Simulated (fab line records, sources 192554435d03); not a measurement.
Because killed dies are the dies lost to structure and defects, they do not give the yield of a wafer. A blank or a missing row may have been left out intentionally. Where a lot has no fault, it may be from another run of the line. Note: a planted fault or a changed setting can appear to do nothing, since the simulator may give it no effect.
A struck lot beside a sound one :: flow n5Finfet :: 39 out of 1938 route steps
Sound: wafers L898.1, L898.3, L898.5. Struck: wafer L882.3 (L882.4, L882.5, from the same lot, were not struck and are left out); the cause is given at the end.
Per side, at each step with rows, come the tool, then ch with its chambers, and then its first start. Under that, the readings that differ: sound wafers :: struck wafers :: difference of the means :: sigmas: that difference in standard deviations of wafers without a fault.
alike: readings whose means differ by less than 2 such deviations, and words and numbers that are the same on both sides. not compared: withheld readings, readings that some wafer has no value for, bounds like >300 that may hide the same value, and numbers for which the record gives no deviation and whose values overlap.
Wherever a step has rows on one side only, a row that says differs or no value, or a row with sigmas, the two part there. Non-overlapping numbers with no deviation appear without sigmas and do not part them. A reading that every wafer of one side lacks parts them only if that side has two wafers or more.

first, 12 steps without rows for these wafers: N5_BEOL_M1_ANNEAL_87 (time 240 s); N5_BEOL_M1_SPUTTER_88 (material Cu, target thk 4.5 nm, time 8.29 s); N5_BEOL_M1_ANNEAL_89 (time 240 s); N5_BEOL_M1_SPUTTER_90 (material Cu, target thk 4.5 nm, time 8.29 s); N5_BEOL_M1_ANNEAL_91 (time 240 s); N5_BEOL_M1_SPUTTER_92 (material Cu, target thk 4.5 nm, time 8.29 s); N5_BEOL_M1_ANNEAL_93 (time 240 s); N5_BEOL_M1_SPUTTER_94 (material Cu, target thk 4.5 nm, time 8.29 s); N5_BEOL_M1_ANNEAL_95 (time 240 s); N5_BEOL_M1_SPUTTER_96 (material Cu, target thk 4.5 nm, time 8.29 s); N5_BEOL_M1_ECD_50 (material Cu, target thk 300 nm); N5_BEOL_M1_ANNEAL_51 (time 90 s).
N5_BEOL_M1_CMP_52: polishes, stops on SiOC, t overpolish 6.8 s, target thk 40 nm.
  sound on cmp-02 ch 0,1,2, day 11 12:43; struck on cmp-02 ch 0, day 7 16:45
reading: barrierFieldEndpointS (s)
sound: 24.9 25.0 25.5
struck: 41.1
difference: +16.0
sigmas: +29

reading: overpolishRunS (s)
sound: 6.803 6.804 6.803
struck: 0.047
difference: -6.756
sigmas: -99 or more

reading: timeToEndpointS (s)
sound: 66.3 67.6 64.6
struck: 82.4
difference: +16.2
sigmas: +7
  alike: motorCurrentA
N5_BEOL_M1_THK_MEAS_53: measures by xrf.
  sound: filmMetro-02 at day 11 12:56; struck: filmMetro-01 at day 7 17:02
reading: M1_THK (nm)
sound: 39.5 42.5 44.7
struck: 144.5
difference: +102.3
sigmas: +68
then, 4 steps without rows for these wafers: N5_BEOL_M1_PRE_CLEAN_60 (time 15 s); N5_BEOL_M1_CO_CAP_55 (material Co, precursor CCTBA/H2, target thk 2 nm, time 102.1 s); N5_BEOL_M1_PRE_CLEAN_56 (time 15 s); N5_BEOL_M1_DEP_57 (deposits SiCN from 3MS/NH3, target thk 8 nm, time 14 s).
N5_BEOL_M1_INSPECT_59: inspects for defects (darkfield).
  sound: defectInspect-02 at day 11 13:16; struck: defectInspect-02 at day 7 17:20
reading: rawDefectCount
sound: 35 71 65
struck: 1582
difference: +1525
sigmas: +80
then, 18 steps without rows for these wafers: N5_BEOL_M2_ILD_DEP_00 (deposits SiOC from DEMS/O2, target thk 79 nm, time 15.3 s); N5_BEOL_M2_PECVD_72 (deposits SiO2 from TEOS/O2, target thk 16 nm, time 18 s); N5_BEOL_M2_HM_DEP_02 (deposits TiN, target thk 20 nm); N5_BEOL_M2_COAT_61 (time 60 s, resist thk 60 nm); N5_BEOL_M2_COAT_62 (time 60 s, resist thk 12 nm); N5_BEOL_M2_COAT_73 (time 60 s, resist thk 5 nm); N5_BEOL_M2_COAT_05 (resist thk 30 nm); N5_BEOL_M2_EBR_07; N5_BEOL_M2_SOFTBAKE_06 (time 60 s); N5_BEOL_M2_EXPOSE_08 (exposes mask M2); N5_BEOL_M2_PEB_09 (peb time 60 s); N5_BEOL_M2_DEVELOP_10 (develop time 30 s); N5_BEOL_M2_DESCUM_16 (chemistry O2, time 7 s); N5_BEOL_M2_ETCH_74 (etches underlayer in N2/H2, target depth 6.5 nm, time 5.2 s); N5_BEOL_M2_ETCH_63 (etches SiARC in CF4, target depth 15.6 nm, time 26 s); N5_BEOL_M2_ETCH_64 (etches SOC in N2/H2, target depth 75 nm, overetch 22.5 nm, time 121.9 s); N5_BEOL_M2_STRIP_65 (strips in N2/H2); N5_BEOL_M2_STRIP_75 (strips in N2/H2).
N5_BEOL_M4_RC_MEAS_101:
  the record has rows for the sound wafers here (prober-02 ch 0, day 12 20:36) and none for the struck ones
-- record jumps: 5 days separate the struck wafers' starts on either side; left off in module BEOL_M4, taken up again in module PASSIVATION, whose first shown step is the route's number 1936 --
N5_PASSIVATION_PROBE_49:
  sound: prober-01 at day 17 05:07; struck: prober-01 at day 13 02:52
reading: defectLimitedYield (%)
sound: 92.3 91.7 91.1
struck: 0
difference: -92
sigmas: -61

reading: killed_at_M0_to_M3
sound: 23 14 22
struck: 1120
difference: +1100
sigmas: +99 or more

reading: killedAtFrontEnd
sound: 53 57 44
struck: 23
difference: -28
sigmas: -3

reading: killedDies
sound: 91 98 105
struck: 1180
difference: +1082
sigmas: +60

reading: killedOnRim
sound: 12 16 11
struck: 152
difference: +139
sigmas: +35

reading: sortNPass
sound: 1089 1082 1075
struck: 0
difference: -1082
sigmas: -60

reading: sortYieldPct (%)
sound: 92.3 91.7 91.1
struck: 0
difference: -92
sigmas: -61
  alike: killed_at_M4_up, killedAtContacts, killedAtOther, killedOpen, killedShort, sort_bin_5_function, sort_bin_6_memory

WHERE THEY PART
At N5_BEOL_M1_CMP_52 first; at N5_PASSIVATION_PROBE_49 last (within this record only).

WHY: whatever the simulator had introduced
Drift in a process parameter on cmp-02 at N5_BEOL_M1_CMP_52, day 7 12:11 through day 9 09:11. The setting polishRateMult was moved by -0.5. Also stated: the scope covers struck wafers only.
